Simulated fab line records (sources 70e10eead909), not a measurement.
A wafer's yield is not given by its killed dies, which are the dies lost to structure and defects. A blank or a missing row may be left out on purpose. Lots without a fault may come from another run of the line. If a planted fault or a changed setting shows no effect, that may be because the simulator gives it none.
Matching of chambers -- flow nand-harc -- NHARC_A_SGD_CUT_DEP_00 on pecvd-02 has 3 sister chambers
The step deposits SiNx, target thk 50 nm. 6 wafers are shown with their chamber, then 12 later ones without.

WAFERS, EACH WITH ITS CHAMBER
wafer,chamber,heater-power-w (W)
L086.2,2,599
L086.3,0,770
L086.4,0,780
L086.1,1,743
L086.5,1,741
L086.6,2,595

WAFERS WITH NO CHAMBER GIVEN
wafer,heater-power-w (W)
L088.3,809
L088.4,756
L088.6,568
L093.1,722
L093.2,641
L093.3,804
L093.4,795
L093.5,628
L093.6,736
L094.2,809
L094.3,805
L094.5,597

WHICH CHAMBER EACH ONE RAN IN
wafer,from the rows above,in truth
L088.3,0,0
L088.4,can't be placed: 1 or 0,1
L088.6,2,2
L093.1,1,1
L093.2,2,2
L093.3,0,0
L093.4,0,0
L093.5,2,2
L093.6,1,1
L094.2,0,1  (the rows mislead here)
L094.3,0,0
L094.5,2,2
Correct placement for 10 of the 12. From these rows, 1 cannot be placed; in 1 the true chamber is one of the candidates. Placed wrongly: 1.
How it was worked out, from the rows above alone: a wafer's distance from a chamber is the root of the sum, over the readings, of the square of ((its reading less the chamber's mean) divided by the reading's scatter). The wafer belongs to the nearest chamber; if the next one is less than 2 further off, it can't be placed. For every chamber, the mean is computed from those of its wafers that are shown. How the scatter is found: for the shown wafers, subtract from each reading the mean of its chamber, square and add these, divide the total by (wafers less chambers), then take the root.
